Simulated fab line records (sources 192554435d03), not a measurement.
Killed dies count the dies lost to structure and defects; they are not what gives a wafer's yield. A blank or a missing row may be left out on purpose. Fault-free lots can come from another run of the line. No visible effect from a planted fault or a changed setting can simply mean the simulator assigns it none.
Chamber matching ; flow n5_finfet ; N5_BEOL_M3_CO_CAP_55 on cvd_co-01 has 3 sister chambers
The step material Co, precursor CCTBA/H2, target thk 2 nm, time 102.1 s. 20 wafers are shown with their chamber, then 10 later ones without.

## WAFERS WITH THEIR CHAMBER
wafer;chamber;heater_power_w (W);susceptor_temp_C (C);chamber_pressure_Torr (Torr)
L075.1;0;235;200.09;29.93
L075.4;2;235;199.96;29.88
L075.6;0;229;200.14;29.98
L076.2;0;230;199.95;30.05
L076.3;1;226;200.17;29.98
L076.5;1;226;200.28;29.96
L080.4;2;235;199.91;29.90
L080.5;1;230;199.97;29.94
L080.6;0;238;200.25;29.94
L083.1;1;225;200.11;29.95
L083.3;2;230;200.16;29.90
L083.4;2;238;199.87;29.96
L085.2;1;229;200.05;29.85
L085.4;2;235;200.12;29.99
L085.6;0;236;199.98;29.97
L088.2;2;236;200.05;29.99
L088.3;0;237;199.92;30.07
L088.6;0;235;200.05;29.93
L087.1;2;233;200.07;29.99
L087.3;1;230;200.20;30.17

SIGNATURES (means of the wafers above)
reading;chamber 0;chamber 1;chamber 2;scatter within a chamber
heater_power_w;234.29;227.67;234.57;2.81
susceptor_temp_C;200.0543;200.1300;200.0200;0.112
chamber_pressure_Torr;29.9814;29.9750;29.9443;0.0728
Rule: for a wafer and a chamber, the distance is found by dividing, reading by reading, the gap between the wafer's reading and the chamber's mean by the reading's scatter, squaring, summing and taking the root. The wafer belongs to the nearest chamber; if the next one is less than 2 further off, it can't be placed. How the scatter is found: for the shown wafers, subtract from each reading the mean of its chamber, square and add these, divide the total by (wafers less chambers), then take the root.

## WAFERS WHOSE CHAMBER IS MISSING
wafer;heater_power_w (W);susceptor_temp_C (C);chamber_pressure_Torr (Torr)
L087.6;234;200.11;30.07
L091.1;237;199.85;30.00
L091.2;226;200.14;29.94
L091.6;228;199.98;30.01
L095.2;238;200.13;30.05
L095.3;236;200.03;29.97
L095.6;228;199.98;30.08
L096.1;241;199.94;30.14
L096.4;235;200.12;30.12
L096.6;228;200.18;30.01

## EACH ONE'S CHAMBER
wafer;from the rows above;in truth
L087.6;can't be placed: 0 or 2 or 1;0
L091.1;can't be placed: 2 or 0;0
L091.2;1;1
L091.6;can't be placed: 1 or 0 or 2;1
L095.2;can't be placed: 0 or 2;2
L095.3;can't be placed: 2 or 0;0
L095.6;can't be placed: 1 or 0 or 2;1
L096.1;can't be placed: 0 or 2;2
L096.4;can't be placed: 0 or 2 or 1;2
L096.6;can't be placed: 1 or 0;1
Correct placement for 1 of the 10. These rows do not allow placing 9 (true chamber among the candidates in 9). Wrongly placed: 0.
